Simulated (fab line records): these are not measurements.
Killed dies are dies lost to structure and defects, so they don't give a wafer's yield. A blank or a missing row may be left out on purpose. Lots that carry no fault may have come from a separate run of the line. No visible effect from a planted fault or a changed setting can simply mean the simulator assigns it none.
Lot-split experiment | flow n5-finfet | 21 wafers read from 7 lots, route of 1938 steps

## SPLIT DETAILS
At N5_BEOL_M4_COAT_22 (resist thk 30 nm), the setting spin-rpm was moved away from the recipe's 1500 rpm on 4 of the 21 wafers read, by -5.1% to +10.8%. For the rest of the wafers, this setting stayed at what the recipe calls for.

## FROM THE SPLIT TO THE READING: what the file shows between them, 4 steps
- N5_BEOL_M4_EBR_24
- N5_BEOL_M4_SOFTBAKE_23: time 60 s
- N5_BEOL_M4_EXPOSE_25: exposes mask V3, defocus 5 nm
- N5_BEOL_M4_PEB_26: peb time 60 s

## THE READING
CAR-EUV_of_BEOL_M4_COAT_22.thk-nm (the simulator's own value, which no gauge read), in nm, at N5_BEOL_M4_DEVELOP_27 (develop time 30 s). The file gives no usual value for it. Here, 17 wafers ran the recipe; their average is 29.6 nm with a standard deviation of 0.14 nm.

wafer  | tool, chamber at the split | spin-rpm as run, rpm | against the recipe | CAR-EUV_of_BEOL_M4_COAT_22.thk-nm, nm | against lot-mates on the recipe
L074.1 | litho-track-02, 0          | 1500                 | recipe             | 29.4                                  | -
L074.2 | litho-track-02, 0          | 1500                 | recipe             | 29.4                                  | -
L074.5 | litho-track-02, 0          | 1500                 | recipe             | 29.4                                  | -
L082.2 | litho-track-02, 0          | 1424                 | -5.1%              | 30.2                                  | +0.6
L082.5 | litho-track-02, 0          | 1500                 | recipe             | 29.6                                  | -
L082.6 | litho-track-02, 0          | 1500                 | recipe             | 29.6                                  | -
L084.4 | litho-track-05, 0          | 1500                 | recipe             | 29.6                                  | -
L084.5 | litho-track-05, 0          | 1500                 | recipe             | 29.6                                  | -
L084.6 | litho-track-05, 0          | 1500                 | recipe             | 29.6                                  | -
L086.1 | litho-track-02, 0          | 1500                 | recipe             | 29.6                                  | -
L086.4 | litho-track-02, 0          | 1500                 | recipe             | 29.6                                  | -
L086.5 | litho-track-02, 0          | 1500                 | recipe             | 29.4                                  | -
L091.1 | litho-track-05, 0          | 1500                 | recipe             | 29.8                                  | -
L091.4 | litho-track-05, 0          | 1500                 | recipe             | 29.8                                  | -
L091.5 | litho-track-05, 0          | 1500                 | recipe             | 29.8                                  | -
L092.3 | litho-track-02, 0          | 1500                 | recipe             | 29.4                                  | -
L092.5 | litho-track-02, 0          | 1629                 | +8.6%              | 28.2                                  | -1.3
L092.6 | litho-track-02, 0          | 1500                 | recipe             | 29.6                                  | -
L093.3 | litho-track-03, 0          | 1500                 | recipe             | 29.4                                  | -
L093.4 | litho-track-03, 0          | 1662                 | +10.8%             | 28                                    | -1.4
L093.6 | litho-track-03, 0          | 1662                 | +10.8%             | 28                                    | -1.4

THE FIT
A straight line over all 21 wafers: CAR-EUV_of_BEOL_M4_COAT_22.thk-nm changes by -0.146 nm for each +1% of spin-rpm; r = -0.97; the points scatter about the line by 0.14 nm.
The same after taking each lot's own level away (the mean of its wafers on the recipe; 21 wafers): -0.133 nm for each +1%; r = -0.99; scatter 0.064 nm.
Per that fit: largest spin-rpm move, reading shift of 1.4 nm.
Measured against the standard deviation above, the lots' own levels, which go from 29.40 to 29.80 nm, span 2.8 times it.
The two slopes agree, so the slope changes little with the lot-to-lot level.
Check: for one of the wafers moved furthest among these (+10.8%), held out of the fit, the line's prediction against its lot-mates is -1.47 nm. Against them it came out at -1.4 nm.

## ADDITIONAL SPLITS CARRIED BY THESE WAFERS
Note: prior to the reading, these wafers also went through further splits. Each is held against what the fit with the lots' levels taken away leaves over:
other split on the same wafers | wafers away from the commonest value | r with CAR-EUV_of_BEOL_M4_COAT_22.thk-nm (lot level and that fit taken away)
N5_BEOL_M4_ETCH_64 bias-w      | 9                                    | -0.10

## THE WHOLE CHAIN: every reading that the file lists as answering this split, in the file's order
step                  | what it does      | reading                                                                            | change (the file's fit)               | r (the file's)
N5_BEOL_M4_COAT_22    | resist thk 30 nm  | CAR-EUV_of_BEOL_M4_COAT_22.thk-nm (the simulator's own value, which no gauge read) | -0.146 nm for each +1% of the setting | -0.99
N5_BEOL_M4_DEVELOP_27 | develop time 30 s | CAR-EUV_of_BEOL_M4_COAT_22.thk-nm (the simulator's own value, which no gauge read) | -0.136 nm for each +1% of the setting | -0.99

## THE FILE'S OWN FIT
CAR-EUV_of_BEOL_M4_COAT_22.thk-nm changes by -0.136 nm for each +1% of spin-rpm, r = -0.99.
